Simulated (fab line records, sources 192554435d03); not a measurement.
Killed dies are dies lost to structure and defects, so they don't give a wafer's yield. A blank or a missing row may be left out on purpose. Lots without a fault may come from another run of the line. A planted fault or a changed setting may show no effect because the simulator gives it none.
One fault seen from 2 desks | flow n5_finfet | each desk has only its own numbers; what lay behind them comes last

THE TOOL OWNER'S DESK: cvd_co-01
The tool's own readings at N5_BEOL_M4_CVD_47 (deposits Co from CCTBA/H2, target thk 3 nm, time 223.8 s): means of the sampled wafers that have a number, for each lot that ran on this tool. A lot is out of limits, marked OUT, if its mean lies more than 4 standard deviations from the usual mean; the brackets give that distance.
Columns: A = run_length_s at N5_BEOL_M4_CVD_47, usual 247.1 s
lot  | first seen here | A
L134 | day 7 08:02     | 247.3
L135 | day 8 00:54     | 247.0
L137 | day 8 07:23     | 247.0
L138 | day 9 01:10     | 247.4
L141 | day 9 09:24     | 247.3
L144 | day 10 09:39    | 247.0
L145 | day 10 10:30    | 247.0
L146 | day 10 13:44    | 220.5 (-60) OUT
This desk's finding: out of limits on L146; first on L146, day 10 13:44 (run_length_s at N5_BEOL_M4_CVD_47). In limits: L134, L135, L137, L138, L141, L144, L145.

THE METROLOGY DESK
What the gauges read, lot by lot, whatever tool the lot ran on: means of the sampled wafers that have a number. A lot is out of limits, marked OUT, if its mean lies more than 4 standard deviations from the usual mean; the brackets give that distance. Of its 10 readings 7 are shown: those that lie furthest out on some lot.
Columns: A = DIBL_N at N5_BEOL_M4_RC_MEAS_101, usual 35.9 mV/V; B = DIBL_P at N5_BEOL_M4_RC_MEAS_101, usual 35.9 mV/V; C = IOFF_N at N5_BEOL_M4_RC_MEAS_101, usual 0.156 nA/um; D = IOFF_P at N5_BEOL_M4_RC_MEAS_101, usual 0.205 nA/um; E = ION_P at N5_BEOL_M4_RC_MEAS_101, usual 463 uA/um; F = VT_N at N5_BEOL_M4_RC_MEAS_101, usual 249.7 mV; G = VT_P at N5_BEOL_M4_RC_MEAS_101, usual -250.2 mV
lot  | first seen here | A    | B    | C     | D     | E   | F     | G
L134 | day 7 11:56     | 36.3 | 36.7 | 0.157 | 0.219 | 466 | 251.2 | -249.4
L135 | day 8 04:08     | 35.7 | 33.9 | 0.155 | 0.215 | 461 | 248.4 | -248.9
L137 | day 8 10:27     | 35.4 | 35.7 | 0.163 | 0.200 | 459 | 248.9 | -252.7
L138 | day 9 05:26     | 36.7 | 38.2 | 0.184 | 0.211 | 462 | 248.2 | -251.7
L140 | day 9 07:47     | 33.8 | 33.7 | 0.121 | 0.177 | 463 | 253.7 | -250.7
L139 | day 9 08:05     | 37.2 | 37.0 | 0.184 | 0.237 | 468 | 245.5 | -247.1
L141 | day 9 13:36     | 35.8 | 36.5 | 0.149 | 0.236 | 471 | 249.5 | -246.4
L144 | day 10 13:04    | 37.5 | 37.8 | 0.181 | 0.233 | 469 | 246.4 | -249.4
L145 | day 10 13:40    | 35.6 | 35.7 | 0.156 | 0.194 | 463 | 246.5 | -251.5
L146 | day 10 16:58    | 35.2 | 35.3 | 0.149 | 0.210 | 469 | 249.5 | -249.9
L156 | day 14 02:27    | 35.3 | 34.0 | 0.128 | 0.186 | 466 | 252.4 | -249.9
This desk's finding: nothing out of limits on any of the 11 lots.

PUT TOGETHER
The tool owner's desk could have raised an alarm at day 10 13:44, on L146.
The metrology desk saw nothing out of limits.
The metrology desk has L146 on record, within its limits.
Of the lots named, all ran N5_BEOL_M4_CVD_47 on cvd_co-01.

WHAT THE SIMULATOR HAD PUT IN
Process parameter drift: cvd_co-01, from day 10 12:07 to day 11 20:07, at N5_BEOL_M4_CVD_47. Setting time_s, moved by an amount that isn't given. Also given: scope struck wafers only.
Lots struck among those shown: L146.
Hours from the fault's start to each desk's first reading out of limits: the tool owner's desk, 2.
